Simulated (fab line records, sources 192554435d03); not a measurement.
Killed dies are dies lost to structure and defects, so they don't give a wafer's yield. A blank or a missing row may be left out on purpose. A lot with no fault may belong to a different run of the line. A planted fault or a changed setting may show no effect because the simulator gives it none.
Split-lot trial || flow n5 finfet || 21 wafers read from 7 lots, route of 1938 steps

## SPLIT DETAILS
At N5_SD_EPI_P_EPI_21 (deposits SiGe:B, time 355 s), the setting time s was moved away from the recipe's 355 s on 7 of the 21 wafers read, by -15.0% to +18.3%. The other wafers ran this setting at the recipe's value.

## FROM THE SPLIT TO THE READING: what the file shows between them, 2 steps
- N5_SD_EPI_P_EPI_MEAS_23
- N5_SD_ACTIVATION_LSA_01: time 0.0008 s (also split here: temp c)

## THE READING
At N5_SD_ACTIVATION_RS_MEAS_03, a four-point-probe measurement gives RS_SD_P in ohm/sq. Typical for fault-free wafers on this fab line: 56.1 ohm/sq, with standard deviation 0.95 ohm/sq.

{"wafer": "L076.3", "tool, chamber at the split": "epi rpcvd-03, 0", "time s as run, s": 355, "against the recipe": "recipe", "RS_SD_P, ohm/sq": 56.6, "against lot-mates on the recipe": "-"}
{"wafer": "L076.4", "tool, chamber at the split": "epi rpcvd-03, 0", "time s as run, s": 355, "against the recipe": "recipe", "RS_SD_P, ohm/sq": 55.2, "against lot-mates on the recipe": "-"}
{"wafer": "L076.6", "tool, chamber at the split": "epi rpcvd-03, 0", "time s as run, s": 331.5, "against the recipe": "-6.6%", "RS_SD_P, ohm/sq": 59.3, "against lot-mates on the recipe": "+3.4"}
{"wafer": "L077.1", "tool, chamber at the split": "epi rpcvd-03, 0", "time s as run, s": 355, "against the recipe": "recipe", "RS_SD_P, ohm/sq": 55.7, "against lot-mates on the recipe": "-"}
{"wafer": "L077.2", "tool, chamber at the split": "epi rpcvd-03, 0", "time s as run, s": 355, "against the recipe": "recipe", "RS_SD_P, ohm/sq": 56.8, "against lot-mates on the recipe": "-"}
{"wafer": "L077.6", "tool, chamber at the split": "epi rpcvd-03, 0", "time s as run, s": 355, "against the recipe": "recipe", "RS_SD_P, ohm/sq": 55.5, "against lot-mates on the recipe": "-"}
{"wafer": "L079.2", "tool, chamber at the split": "epi rpcvd-01, 0", "time s as run, s": 355, "against the recipe": "recipe", "RS_SD_P, ohm/sq": 57.1, "against lot-mates on the recipe": "-"}
{"wafer": "L079.4", "tool, chamber at the split": "epi rpcvd-01, 0", "time s as run, s": 355, "against the recipe": "recipe", "RS_SD_P, ohm/sq": 57.6, "against lot-mates on the recipe": "-"}
{"wafer": "L079.6", "tool, chamber at the split": "epi rpcvd-01, 0", "time s as run, s": 321.6, "against the recipe": "-9.4%", "RS_SD_P, ohm/sq": 61.3, "against lot-mates on the recipe": "+3.9"}
{"wafer": "L080.1", "tool, chamber at the split": "epi rpcvd-01, 0", "time s as run, s": 301.8, "against the recipe": "-15.0%", "RS_SD_P, ohm/sq": 62.0, "against lot-mates on the recipe": "+6.1"}
{"wafer": "L080.4", "tool, chamber at the split": "epi rpcvd-01, 0", "time s as run, s": 355, "against the recipe": "recipe", "RS_SD_P, ohm/sq": 56.0, "against lot-mates on the recipe": "-"}
{"wafer": "L080.5", "tool, chamber at the split": "epi rpcvd-01, 0", "time s as run, s": 355, "against the recipe": "recipe", "RS_SD_P, ohm/sq": 55.8, "against lot-mates on the recipe": "-"}
{"wafer": "L081.2", "tool, chamber at the split": "epi rpcvd-04, 0", "time s as run, s": 419.9, "against the recipe": "+18.3%", "RS_SD_P, ohm/sq": 50.6, "against lot-mates on the recipe": -6.3}
{"wafer": "L081.3", "tool, chamber at the split": "epi rpcvd-04, 0", "time s as run, s": 355, "against the recipe": "recipe", "RS_SD_P, ohm/sq": 56.9, "against lot-mates on the recipe": "-"}
{"wafer": "L081.6", "tool, chamber at the split": "epi rpcvd-04, 0", "time s as run, s": 419.9, "against the recipe": "+18.3%", "RS_SD_P, ohm/sq": 50.6, "against lot-mates on the recipe": -6.3}
{"wafer": "L084.2", "tool, chamber at the split": "epi rpcvd-04, 0", "time s as run, s": 336.1, "against the recipe": "-5.3%", "RS_SD_P, ohm/sq": 60.2, "against lot-mates on the recipe": "+4.2"}
{"wafer": "L084.4", "tool, chamber at the split": "epi rpcvd-04, 0", "time s as run, s": 355, "against the recipe": "recipe", "RS_SD_P, ohm/sq": 55.8, "against lot-mates on the recipe": "-"}
{"wafer": "L084.6", "tool, chamber at the split": "epi rpcvd-04, 0", "time s as run, s": 355, "against the recipe": "recipe", "RS_SD_P, ohm/sq": 56.1, "against lot-mates on the recipe": "-"}
{"wafer": "L085.1", "tool, chamber at the split": "epi rpcvd-04, 0", "time s as run, s": 355, "against the recipe": "recipe", "RS_SD_P, ohm/sq": 56.6, "against lot-mates on the recipe": "-"}
{"wafer": "L085.3", "tool, chamber at the split": "epi rpcvd-04, 0", "time s as run, s": 384.4, "against the recipe": "+8.3%", "RS_SD_P, ohm/sq": 54.1, "against lot-mates on the recipe": -3.2}
{"wafer": "L085.6", "tool, chamber at the split": "epi rpcvd-04, 0", "time s as run, s": 355, "against the recipe": "recipe", "RS_SD_P, ohm/sq": 58.1, "against lot-mates on the recipe": "-"}

FIT RESULTS
A straight line over all 21 wafers: RS_SD_P changes by -0.359 ohm/sq for each +1% of time s; r = -0.95; the points scatter about the line by 0.88 ohm/sq.
The same after taking each lot's own level away (the mean of its wafers on the recipe; 21 wafers): -0.386 ohm/sq for each +1%; r = -0.97; scatter 0.68 ohm/sq.
The reading moves by 7.1 ohm/sq for the largest change in time s, on that fit.
Across the lots, their own levels run from 55.90 to 57.35 ohm/sq, a range of 1.5 times the standard deviation given above.
The two slopes agree, so the slope changes little with the lot-to-lot level.
Check: -7.06 ohm/sq against its lot-mates is what the line predicts for one of the wafers moved furthest among these (+18.3%) when that wafer is left out of the fit. Against them it came out at -6.3 ohm/sq.

## OTHER SPLITS APPLIED TO THESE WAFERS
Other splits were also applied to these wafers ahead of the reading. Each is held against what the fit with the lots' levels taken away leaves over:
{"other split on the same wafers": "N5_WELL_APT_COAT_02 spin rpm", "wafers away from the commonest value": 3, "r with RS_SD_P (lot level and that fit taken away)": "+0.00"}
{"other split on the same wafers": "N5_WELL_APT_EXPOSE_05 dose mj", "wafers away from the commonest value": 6, "r with RS_SD_P (lot level and that fit taken away)": "+0.20"}
{"other split on the same wafers": "N5_FIN_SAQP_SPACER1_ALD_24 temp c", "wafers away from the commonest value": 4, "r with RS_SD_P (lot level and that fit taken away)": -0.08}
{"other split on the same wafers": "N5_STI_FIN_REVEAL_ETCHBACK_08 time s", "wafers away from the commonest value": 7, "r with RS_SD_P (lot level and that fit taken away)": "+0.31"}
{"other split on the same wafers": "N5_STI_FIN_REVEAL_PRECLEAN_17 time s", "wafers away from the commonest value": 6, "r with RS_SD_P (lot level and that fit taken away)": "+0.00"}
{"other split on the same wafers": "N5_SD_EPI_N_ETCH_35 source w", "wafers away from the commonest value": 4, "r with RS_SD_P (lot level and that fit taken away)": -0.01}
{"other split on the same wafers": "N5_SD_EPI_N_ETCH_45 target depth a", "wafers away from the commonest value": 5, "r with RS_SD_P (lot level and that fit taken away)": "+0.10"}
{"other split on the same wafers": "N5_SD_ACTIVATION_LSA_01 temp c", "wafers away from the commonest value": 10, "r with RS_SD_P (lot level and that fit taken away)": "+0.03"}

## THE WHOLE CHAIN: every reading that the file lists as answering this split, in the file's order
{"step": "N5_SD_EPI_P_EPI_21", "what it does": "deposits SiGe:B, time 355 s", "reading": "SiGe-B_of_SD_EPI_P_EPI_21.thk nm (the simulator's own value, which no gauge read)", "change (the file's fit)": "+0.441 nm for each +1% of the setting", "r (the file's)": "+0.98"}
{"step": "N5_SD_EPI_P_EPI_MEAS_23", "what it does": "", "reading": "thk nm", "change (the file's fit)": "withheld for each +1% of the setting", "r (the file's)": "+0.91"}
{"step": "N5_SD_ACTIVATION_RS_MEAS_03", "what it does": "measures by four-point-probe", "reading": "RS_SD_P", "change (the file's fit)": "-0.401 for each +1% of the setting", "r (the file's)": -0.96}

## THE FILE'S OWN FIT
RS_SD_P changes by -0.401 ohm/sq for each +1% of time s, r = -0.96.
